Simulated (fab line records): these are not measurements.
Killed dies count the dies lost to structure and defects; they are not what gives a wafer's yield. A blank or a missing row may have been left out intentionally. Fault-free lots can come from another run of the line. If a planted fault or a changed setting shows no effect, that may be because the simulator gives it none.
fab line records -- flow nandHarc
record lots=14, wafers=42, lastDay=26
route steps=1159 shown A_SGD_CUT@761 A_SLIT@781
lots with no fault: from the same line, run without faults
startH: hours from the record's first day to the start of the lot's first wafer shown -- waitH: time in hours since the lot's previous step -- " same as the row above -- L1.1+2: several wafers, shown together as one row -- - either no value or no given start -- * or withheld: withheld -- < > ~ a bound
route shown NAME@n: a module of which the file shows steps, and the number in the route of the first -- usual: the fault-free wafers' mean and standard deviation -- same: alike in all rows -- chamber/n: place in a boat -- sites: per-site readings -- _std_site: the standard deviation of these -- _edge_site: mean of outer sites minus mean of inner sites -- radiusMm: how far each site lies from the wafer's centre -- mask NAME#n: copy n -- behind: the last tool/chamber to shape the wafer -- hold: cause of the lot's hold/its duration in hours/its outcome -- device: names the non-switching transistor (n, p or np) -- end of line: at the end of the route, the tests of the same wafers -- a step given without rows: its recipe and nothing more -- killed: the dies lost at the first sort to structure and to defects; this is not the yield of the wafer -- map: shows each die of a wafer: x if killed, . if not, _ if none is there
set.NAME: the setting that was run; set.NAME@STEP: the one run at that earlier step -- model.NAME: the simulator's own value behind a step, which no gauge read
the route's steps for a sample of lots (tables are steps, rows are wafers)
services: from which hour (startH, from the record's first day; less than 0 if before it) a tool's chamber was out of use, for how many hours, and why
## steps
# step NHARC_A_SGD_CUT_DESCUM_14
# recipe timeS=3, o2FlowSccm=200, arFlowSccm=0, biasPowerW=0, chemistry=O2
# usual drypumpMotorCurrentA=5.9/0.48, mfcArSccm=0.006/0.0089, oesProductAu=1.004/0.01, rfVppV=57.8/0.96, showerheadPlenumPTorr=1.95/0.093, throttleValvePct=11.312/0.0086
# same timeS=3
lot.wafer,tool,chamber,startH,waitH,drypumpMotorCurrentA,mfcArSccm,oesProductAu,rfHoursCounterH,rfVppV,showerheadPlenumPTorr,throttleValvePct
L600.1,rieDiel-05,3,321.97,0.1,6.4,0.014,1.008,17,59.0,2.05,11.309
L600.3,rieDiel-05,2,321.97,0.1,6.3,0,0.974,-,58.2,2.04,11.311
L600.4,rieDiel-05,3,321.97,0.1,6.4,0.014,1.018,-,59.1,2.05,11.322
L599.3,rieDiel-06,0,322.72,0.1,6.4,0.030,1.016,6,58.9,1.93,11.302
L599.4,rieDiel-06,1,322.72,0.1,5.3,0,0.997,6,58.1,1.99,11.310
L599.5,rieDiel-06,3,322.72,0.1,6.3,0,0.997,-,57.5,1.99,11.310
L602.1,rieDiel-13,0,323.21,0.1,5.3,0,0.992,2,57.6,1.80,11.298
L602.4,rieDiel-13,1,323.21,0.1,6.1,0,0.996,2,57.3,1.92,11.300
L602.2,rieDiel-13,2,323.21,0.1,5.8,0,1.005,1,56.0,1.80,11.336
L601.2,rieDiel-05,2,323.79,0.1,6.3,0,0.986,16,58.6,2.04,11.307
L601.1,rieDiel-05,0,323.79,0.1,5.2,0.015,1.003,12,56.4,1.78,11.303
L601.5,rieDiel-05,1,323.79,0.1,5.8,0.005,1.011,-,56.4,1.93,11.314
L604.2,rieDiel-05,3,349.78,0.1,6.4,0.014,1.018,0,57.8,2.05,11.304
L604.3,rieDiel-05,0,349.78,0.1,5.2,0.015,1.002,0,58.0,1.78,11.317
L604.5,rieDiel-05,3,349.78,0.1,6.4,0.014,1.009,-,59.3,2.05,11.314
L607.4,rieDiel-05,1,363.18,0.1,5.9,0.005,1.001,2,57.6,1.93,11.319
L607.2,rieDiel-05,2,363.18,0.1,6.3,0,0.988,2,59.3,2.03,11.310
L607.3,rieDiel-05,3,363.18,0.1,6.4,0.014,1.012,2,57.8,2.05,11.325
L608.2,rieDiel-13,3,367.16,0.1,5.1,0,0.975,5,59.5,2.05,11.310
L608.4,rieDiel-13,0,367.16,0.1,5.3,0,0.988,5,58.9,1.80,11.322
L608.6,rieDiel-13,1,367.16,0.1,6.1,0,0.995,-,57.3,1.92,11.311
L611.4,rieDiel-05,0,387.18,0.1,5.2,0.015,1.014,4,56.1,1.78,11.330
L611.2,rieDiel-05,1,387.18,0.1,5.8,0.005,0.998,5,58.2,1.93,11.321
L611.6,rieDiel-05,2,387.18,0.1,6.3,0,1.001,-,58.2,2.03,11.313
L613.4,rieDiel-13,3,387.34,0.1,5.1,0,0.995,7,57.4,2.05,11.301
L613.2,rieDiel-13,1,387.34,0.1,6.1,0,1.005,4,58.6,1.92,11.312
L613.5,rieDiel-13,3,387.34,0.1,5.1,0,0.991,-,57.8,2.05,11.309
L609.2,rieDiel-06,2,388.12,0.1,6.0,0,1.014,11,57.3,1.90,11.301
L609.4,rieDiel-06,3,388.12,0.1,6.3,0,1.007,14,60.6,1.99,11.319
L609.6,rieDiel-06,1,388.12,0.1,5.4,0,1.001,-,58.6,1.99,11.307
L610.2,rieDiel-05,1,388.25,0.1,5.9,0.005,1.009,5,57.7,1.93,11.321
L610.3,rieDiel-05,2,388.25,0.1,6.3,0,0.997,5,57.3,2.03,11.302
L610.6,rieDiel-05,0,388.25,0.1,5.2,0.015,1.011,-,56.9,1.78,11.311
L617.2,rieDiel-05,3,432.86,0.1,6.4,0.014,1.010,9,58.4,2.05,11.318
L617.1,rieDiel-05,2,432.86,0.1,6.3,0,0.992,11,59.0,2.03,11.296
L617.5,rieDiel-05,3,432.86,0.1,6.4,0.014,1.014,-,57.9,2.05,11.323
L620.2,rieDiel-05,2,459.21,0.1,6.3,0,1.006,14,58.3,2.03,11.303
L620.3,rieDiel-05,0,459.21,0.1,5.2,0.015,1.026,12,56.2,1.77,11.319
L620.6,rieDiel-05,1,459.21,0.1,5.8,0.005,1.001,-,57.1,1.93,11.308
L621.4,rieDiel-05,3,460.22,0.1,6.4,0.014,1.018,13,57.2,2.05,11.306
L621.2,rieDiel-05,1,460.22,0.1,5.8,0.005,1.004,14,58.7,1.93,11.325
L621.6,rieDiel-05,3,460.22,0.1,6.4,0.014,1.009,-,57.4,2.05,11.310
# step NHARC_A_SLIT_DEP_23
# recipe targetThkA=1000, targetThkNm=100, tempC=400, pressureTorr=3.5, flowSccm=200, rfW=350, material=SiON
# usual heaterPowerW=735/66
lot.wafer,tool,chamber,startH,waitH,heaterPowerW
L601.2,pecvd-01,2,331.25,1.3,901
L601.1,pecvd-01,0,331.25,1.3,725
L601.5,pecvd-01,0,331.25,1.3,735
L600.3,pecvd-01,2,331.60,1.0,794
L600.1,pecvd-01,0,331.60,1.0,723
L600.4,pecvd-01,2,331.60,1.0,798
L599.3,pecvd-04,0,332.12,1.0,662
L599.5,pecvd-04,2,332.12,1.0,805
L599.4,pecvd-04,0,332.12,1.0,681
L602.1,pecvd-01,1,333.23,1.7,795
L602.2,pecvd-01,2,333.23,1.7,883
L602.4,pecvd-01,1,333.23,1.7,783
L604.3,pecvd-01,1,360.60,1.0,662
L604.2,pecvd-01,2,360.60,1.0,800
L604.5,pecvd-01,2,360.60,1.0,820
L607.2,pecvd-03,2,373.33,1.3,707
L607.3,pecvd-03,0,373.33,1.3,710
L607.4,pecvd-03,2,373.33,1.3,686
L608.2,pecvd-01,1,378.41,1.4,731
L608.6,pecvd-01,2,378.41,1.4,736
L608.4,pecvd-01,0,378.41,1.4,743
L609.2,pecvd-04,1,395.81,1.3,640
L609.4,pecvd-04,1,395.81,1.3,637
L609.6,pecvd-04,2,395.81,1.3,812
L613.2,pecvd-03,2,395.87,1.4,714
L613.5,pecvd-03,1,395.87,1.4,677
L613.4,pecvd-03,2,395.87,1.4,725
L611.2,pecvd-01,2,395.98,1.4,870
L611.6,pecvd-01,1,395.98,1.4,764
L611.4,pecvd-01,2,395.98,1.4,874
L610.3,pecvd-03,2,397.74,1.0,726
L610.2,pecvd-03,0,397.74,1.0,727
L610.6,pecvd-03,1,397.74,1.0,684
L617.1,pecvd-01,0,441.79,1.7,742
L617.2,pecvd-01,2,441.79,1.7,830
L617.5,pecvd-01,1,441.79,1.7,748
L620.2,pecvd-03,2,469.80,1.4,720
L620.3,pecvd-03,0,469.80,1.4,800
L620.6,pecvd-03,1,469.80,1.4,576
L621.2,pecvd-03,0,471.65,1.5,812
L621.4,pecvd-03,1,471.65,1.5,620
L621.6,pecvd-03,0,471.65,1.5,785
# step NHARC_A_SLIT_ETCH_15
# recipe targetDepthA=32000, overEtchFrac=0.3, timeS=832, ionEnergyEv=150, o2FlowSccm=400, cosFlowSccm=20, arFlowSccm=0, rfW=500, biasW=300, chemistry=O2/COS
# usual drypumpMotorCurrentA=5.8/0.38, mfcArSccm=0.004/0.0079, oesProductAu=1.004/0.01, rfVppV=313.6/2, showerheadPlenumPTorr=3.09/0.13, throttleValvePct=28.330/0.0081
# same overEtchFrac=0.3, timeS=832
lot.wafer,tool,chamber,startH,waitH,drypumpMotorCurrentA,mfcArSccm,oesProductAu,rfHoursCounterH,rfVppV,showerheadPlenumPTorr,throttleValvePct
L601.2,rieDiel-09,0,-,-,6.2,0.010,1.014,4,313.7,3.05,28.335
L601.1,rieDiel-09,3,-,-,5.9,0.005,1.003,5,314.1,3.05,28.345
L601.5,rieDiel-09,1,-,-,6.5,0,0.993,-,312.2,2.95,28.328
L600.4,rieDiel-07,2,-,-,5.2,0,1.007,6,311.5,2.99,28.336
L600.3,rieDiel-07,0,-,-,5.7,0,1.002,6,311.7,2.94,28.333
L600.1,rieDiel-07,1,-,-,5.6,0,0.987,6,314.3,3.10,28.336
L599.4,rieDiel-10,3,-,-,6.2,0,1.014,13,312.4,2.92,28.321
L599.3,rieDiel-10,0,-,-,6.3,0,0.997,13,315.3,3.30,28.321
L599.5,rieDiel-10,0,-,-,6.2,0,0.999,-,317.0,3.30,28.337
L602.2,rieDiel-09,2,-,-,5.8,0,0.993,5,312.9,3.09,28.324
L602.4,rieDiel-09,3,-,-,5.9,0.005,1.006,5,312.9,3.05,28.324
L602.1,rieDiel-09,1,-,-,6.4,0,0.997,6,311.6,2.95,28.335
L604.3,rieDiel-07,1,-,-,5.7,0,0.971,8,315.7,3.10,28.339
L604.2,rieDiel-07,3,-,-,5.8,0,0.983,6,312.9,3.06,28.337
L604.5,rieDiel-07,2,-,-,5.1,0,0.987,-,311.9,2.99,28.314
L607.2,rieDiel-09,3,-,-,5.9,0.005,1.004,8,314.5,3.05,28.315
L607.3,rieDiel-09,0,-,-,6.2,0.010,1.013,7,312.1,3.04,28.318
L607.4,rieDiel-09,1,-,-,6.5,0,1.009,8,312.7,2.94,28.338
L608.4,rieDiel-09,1,-,-,6.5,0,1.007,8,312.0,2.94,28.337
L608.2,rieDiel-09,2,-,-,5.7,0,1.003,8,314.2,3.09,28.325
L608.6,rieDiel-09,1,-,-,6.5,0,1.008,-,311.4,2.94,28.335
L609.2,rieDiel-10,3,-,-,6.1,0,1.014,2,310.6,2.92,28.342
L609.4,rieDiel-10,0,-,-,6.2,0,0.994,3,317.3,3.29,28.323
L609.6,rieDiel-10,0,-,-,6.2,0,0.996,-,317.5,3.29,28.322
L613.4,rieDiel-09,2,-,-,5.7,0,1.009,9,315.0,3.09,28.320
L613.2,rieDiel-09,3,-,-,5.9,0.005,1.006,9,313.0,3.05,28.330
L613.5,rieDiel-09,1,-,-,6.5,0,1.008,-,312.0,2.94,28.318
L611.4,rieDiel-07,3,-,-,5.8,0,0.988,9,313.4,3.06,28.329
L611.2,rieDiel-07,1,-,-,5.6,0,0.979,11,314.6,3.10,28.342
L611.6,rieDiel-07,3,-,-,5.8,0,1.003,-,313.3,3.06,28.327
L610.3,rieDiel-09,3,-,-,6.0,0.005,1.008,9,315.8,3.05,28.327
L610.2,rieDiel-09,1,-,-,6.5,0,1.008,9,311.7,2.94,28.344
L610.6,rieDiel-09,2,-,-,5.8,0,1.011,-,313.1,3.09,28.321
L617.1,rieDiel-09,0,-,-,6.1,0.010,1.023,0,311.2,3.04,28.341
L617.2,rieDiel-09,2,-,-,5.8,0,0.987,0,313.8,3.09,28.322
L617.5,rieDiel-09,1,-,-,6.4,0,1.004,-,310.9,2.94,28.319
L620.3,rieDiel-10,2,-,-,5.3,0.025,1.014,7,316.6,3.25,28.333
L620.2,rieDiel-10,3,-,-,6.2,0,1.006,7,312.2,2.92,28.323
L620.6,rieDiel-10,0,-,-,6.3,0,0.992,-,315.7,3.29,28.329
L621.4,rieDiel-10,2,-,-,5.3,0.025,1.016,8,315.8,3.25,28.312
L621.2,rieDiel-10,0,-,-,6.2,0,0.986,8,316.5,3.29,28.338
L621.6,rieDiel-10,2,-,-,5.3,0.025,1.007,-,316.2,3.25,28.352
# step NHARC_A_SLIT_ETCH_29
# recipe targetDepthA=1000, overetchA=100, timeS=55, ionEnergyEv=100, cf4FlowSccm=80, o2FlowSccm=20, arFlowSccm=0, rfW=300, biasW=100, chemistry=CF4/O2
# usual drypumpMotorCurrentA=5.8/0.38, mfcArSccm=0.004/0.0079, oes_o_777_au=1.000/0.0047, oesProductAu=1.002/0.012, rfVppV=197.5/1.5, showerheadPlenumPTorr=1.32/0.06, throttleValvePct=13.398/0.0097
# same timeS=55
lot.wafer,tool,chamber,startH,waitH,drypumpMotorCurrentA,mfcArSccm,oes_o_777_au,oesProductAu,rfHoursCounterH,rfVppV,showerheadPlenumPTorr,throttleValvePct
L601.2,rieDiel-10,0,335.13,0.2,6.2,0,1.007,0.998,13,199.5,1.41,13.407
L601.1,rieDiel-10,3,335.13,0.2,6.2,0,1.001,1.006,13,194.8,1.25,13.396
L601.5,rieDiel-10,0,335.13,0.2,6.2,0,1.003,0.993,-,201.1,1.41,13.421
L600.1,rieDiel-10,1,336.70,0.1,5.7,0,1.001,1.001,12,199.9,1.40,13.406
L600.3,rieDiel-10,3,336.70,0.1,6.2,0,0.999,1.003,13,195.3,1.25,13.394
L600.4,rieDiel-10,0,336.70,0.1,6.3,0,0.998,0.999,13,199.3,1.41,13.395
L599.3,rieDiel-07,0,337.71,0.1,5.7,0,1.004,0.978,6,196.0,1.26,13.396
L599.4,rieDiel-07,3,337.71,0.1,5.7,0,0.995,1.002,5,197.0,1.31,13.401
L599.5,rieDiel-07,0,337.71,0.1,5.7,0,1.003,0.991,-,196.4,1.26,13.409
L602.4,rieDiel-10,1,338.40,0.1,5.7,0,0.997,1.002,12,199.4,1.40,13.402
L602.2,rieDiel-10,2,338.40,0.1,5.2,0.025,1.002,1.023,13,198.6,1.39,13.393
L602.1,rieDiel-10,3,338.40,0.1,6.1,0,0.993,1.005,14,196.4,1.25,13.393
L604.3,rieDiel-10,3,364.35,0.1,6.1,0,0.999,0.998,0,196.1,1.25,13.407
L604.2,rieDiel-10,1,364.35,0.1,5.6,0,0.992,1.008,0,200.0,1.40,13.391
L604.5,rieDiel-10,3,364.35,0.1,6.1,0,1.005,1.004,-,195.8,1.25,13.403
L607.3,rieDiel-07,2,378.92,0.1,5.1,0,1.006,0.998,10,195.1,1.28,13.396
L607.4,rieDiel-07,3,378.92,0.1,5.8,0,1.008,0.989,8,197.3,1.31,13.388
L607.2,rieDiel-07,0,378.92,0.1,5.7,0,1.006,0.993,9,195.4,1.25,13.399
L608.2,rieDiel-07,0,382.26,0.1,5.7,0,0.995,0.983,9,195.3,1.25,13.405
L608.4,rieDiel-07,3,382.26,0.1,5.7,0,1.001,0.981,8,198.7,1.31,13.398
L608.6,rieDiel-07,0,382.26,0.1,5.7,0,0.998,0.985,-,195.1,1.25,13.400
L609.2,rieDiel-07,0,399.49,0.1,5.7,0,1.005,1.005,10,196.5,1.25,13.403
L609.4,rieDiel-07,1,399.49,0.1,5.7,0,1.001,0.989,11,197.4,1.33,13.391
L609.6,rieDiel-07,1,399.49,0.1,5.7,0,0.996,0.912,-,197.5,1.33,13.402
L613.2,rieDiel-10,2,399.68,0.1,5.2,0.025,1.001,1.006,3,199.0,1.39,13.408
L613.4,rieDiel-10,3,399.68,0.1,6.1,0,0.998,1.002,3,196.2,1.25,13.393
L613.5,rieDiel-10,0,399.68,0.1,6.2,0,1.004,0.992,-,197.1,1.41,13.404
L611.2,rieDiel-07,2,401.16,0.1,5.1,0,0.995,1.000,12,196.4,1.28,13.408
L611.4,rieDiel-07,1,401.16,0.1,5.6,0,1.001,0.984,11,198.0,1.33,13.375
L611.6,rieDiel-07,3,401.16,0.1,5.7,0,0.999,0.912,-,198.4,1.31,13.402
L610.3,rieDiel-09,0,401.46,0.1,6.2,0.010,1.008,1.023,8,197.3,1.30,13.410
L610.2,rieDiel-09,2,401.46,0.1,5.7,0,1.003,1.001,10,198.3,1.32,13.393
L610.6,rieDiel-09,3,401.46,0.1,5.9,0.005,0.999,1.011,-,197.8,1.30,13.406
L617.2,rieDiel-10,3,445.66,0.1,6.1,0,0.997,0.996,6,196.9,1.25,13.378
L617.1,rieDiel-10,1,445.66,0.1,5.6,0,1.005,1.009,7,199.8,1.40,13.394
L617.5,rieDiel-10,2,445.66,0.1,5.3,0.025,1.002,1.018,-,199.6,1.39,13.397
L620.2,rieDiel-09,1,473.50,0.1,6.5,0,1.006,0.995,2,195.9,1.26,13.388
L620.3,rieDiel-09,2,473.50,0.1,5.7,0,0.998,0.993,2,198.2,1.32,13.397
L620.6,rieDiel-09,1,473.50,0.1,6.4,0,1.003,1.009,-,195.3,1.26,13.391
L621.4,rieDiel-10,0,475.16,0.1,6.2,0,0.989,0.996,9,200.2,1.41,13.408
L621.2,rieDiel-10,1,475.16,0.1,5.7,0,1.002,1.012,9,200.4,1.40,13.410
L621.6,rieDiel-10,1,475.16,0.1,5.7,0,0.991,0.996,-,198.8,1.40,13.391
## services
tool,chamber,startH,hours,kind
rieDiel-10,3,300.91,5.7,repair
rieDiel-05,1,305.71,16.6,repair
rieDiel-07,0,320.38,9.3,repair
pecvd-04,1,323.95,2.9,repair
pecvd-04,-,330.57,1.2,repair
rieDiel-13,1,333.44,30.3,repair
rieDiel-05,-,340.67,9.0,pm
rieDiel-09,-,340.99,0.1,repair
rieDiel-06,2,341.90,8.8,repair
rieDiel-06,1,343.08,5.3,repair
rieDiel-06,0,353.39,3.1,repair
rieDiel-10,-,353.50,9.0,pm
rieDiel-13,0,362.54,4.0,repair
rieDiel-13,0,375.92,8.1,repair
rieDiel-13,0,390.10,5.0,repair
rieDiel-07,-,391.30,0.3,repair
rieDiel-07,-,405.20,9.0,pm
rieDiel-13,-,415.69,22.2,repair
pecvd-01,-,418.23,13.0,pm
rieDiel-09,-,431.22,9.0,pm
rieDiel-09,1,449.61,6.1,repair
rieDiel-13,-,453.01,9.0,pm
rieDiel-07,0,468.42,3.9,repair
pecvd-03,-,473.08,13.0,pm
## key
firstSign step=NHARC_A_SLIT_ETCH_29, reading=oesProductAu, direction=down, sigmas=7.6, usual=1.002, struck=0.912
effect none on later readings
metAt NHARC_A_SLIT_ETCH_29
struckLots L609,L611
struckWafers L609.6,L611.6
laterRowsLeftOut L609.6,L611.6
sortLeftOut L609.6,L611.6
testerLeftOut L609,L611
notActingAt NHARC_A_SGD_CUT_DESCUM_14,NHARC_A_SLIT_DEP_23,NHARC_A_SLIT_ETCH_15
onsetBetween 382.26 399.49
fault kind=processParameterDrift, tool=rieDiel-07, chamber=-, onsetH=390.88, steps=NHARC_A_SLIT_ETCH_29, channel=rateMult, offset=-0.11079, shape=step, endH=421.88, scope=struckWafersOnly
# testerLeftOut: of these lots the tester's yield and bins aren't shown, on N5 and GAA mostly nor the transistor test; their killed dies are dies lost to structure and defects alone, not to doping, threshold or leakage, so they don't give the yield
# sortLeftOut: the simulated sort isn't trusted on such a fault, so these wafers' sort isn't shown, and their yield isn't known
# laterRowsLeftOut: the simulator's readings of these wafers behind a module that went badly wrong aren't trusted and aren't shown, but for the sort
